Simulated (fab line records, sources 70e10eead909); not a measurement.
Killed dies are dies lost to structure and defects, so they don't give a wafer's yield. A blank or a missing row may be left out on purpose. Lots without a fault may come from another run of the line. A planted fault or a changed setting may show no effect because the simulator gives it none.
Chamber matching | flow nand_harc | NHARC_P_CONTACT_ALD_22 on ald_metal-01: 4 sister chambers
The step deposits TiN, target thk 3 nm, pulse time 1 s, ald cycles 150. 16 wafers are shown with their chamber, then 8 later ones without.

WAFERS WITH THEIR CHAMBER
wafer  | chamber | heater_power_w (W) | precursor_pulse_height_rel
L074.2 | 1       | 915                | 0.967
L074.3 | 0       | 1003               | 0.991
L074.4 | 2       | 1170               | 0.994
L075.1 | 3       | 1147               | 1.017
L075.3 | 0       | 992                | 1.002
L075.4 | 1       | 925                | 1.029
L078.2 | 0       | 987                | 1.008
L078.5 | 0       | 952                | 0.973
L078.6 | 3       | 1127               | 0.983
L081.2 | 2       | 1171               | 1.038
L081.5 | 0       | 994                | 1.030
L081.6 | 1       | 912                | 0.987
L087.2 | 1       | 881                | 0.980
L087.3 | 0       | 1002               | 0.983
L087.4 | 3       | 1152               | 1.014
L089.3 | 0       | 994                | 0.981

SIGNATURES (means of the wafers above)
reading                    | chamber 0 | chamber 1 | chamber 2 | chamber 3 | scatter within a chamber
heater_power_w             | 989.14    | 908.25    | 1170.50   | 1142.00   | 16.4
precursor_pulse_height_rel | 0.99543   | 0.99075   | 1.01600   | 1.00467   | 0.0226
Rule: a wafer's distance from a chamber is the root of the sum, over the readings, of the square of ((its reading less the chamber's mean) divided by the reading's scatter). The wafer belongs to the nearest chamber; if the next one is less than 2 further off, it can't be placed. The scatter: the root of (the sum of the squares of (reading less its chamber's mean) over the shown wafers, divided by (wafers less chambers)).

WAFERS WITHOUT THEIR CHAMBER
wafer  | heater_power_w (W) | precursor_pulse_height_rel
L089.4 | 894                | 1.025
L089.5 | 1170               | 0.955
L090.1 | 919                | 1.021
L090.3 | 1198               | 0.984
L090.4 | 1006               | 1.035
L096.1 | 1167               | 0.989
L096.3 | 1001               | 0.985
L096.5 | 907                | 0.991

WHICH CHAMBER EACH WENT THROUGH
wafer  | from the rows above     | in truth
L089.4 | 1                       | 1
L089.5 | can't be placed: 2 or 3 | 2
L090.1 | 1                       | 1
L090.3 | can't be placed: 2 or 3 | 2
L090.4 | 0                       | 0
L096.1 | can't be placed: 2 or 3 | 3
L096.3 | 0                       | 0
L096.5 | 1                       | 1
Placed correctly: 5 of 8. Can't be placed from these rows: 3 (the true chamber is among the candidates in 3). Placed wrongly: 0.
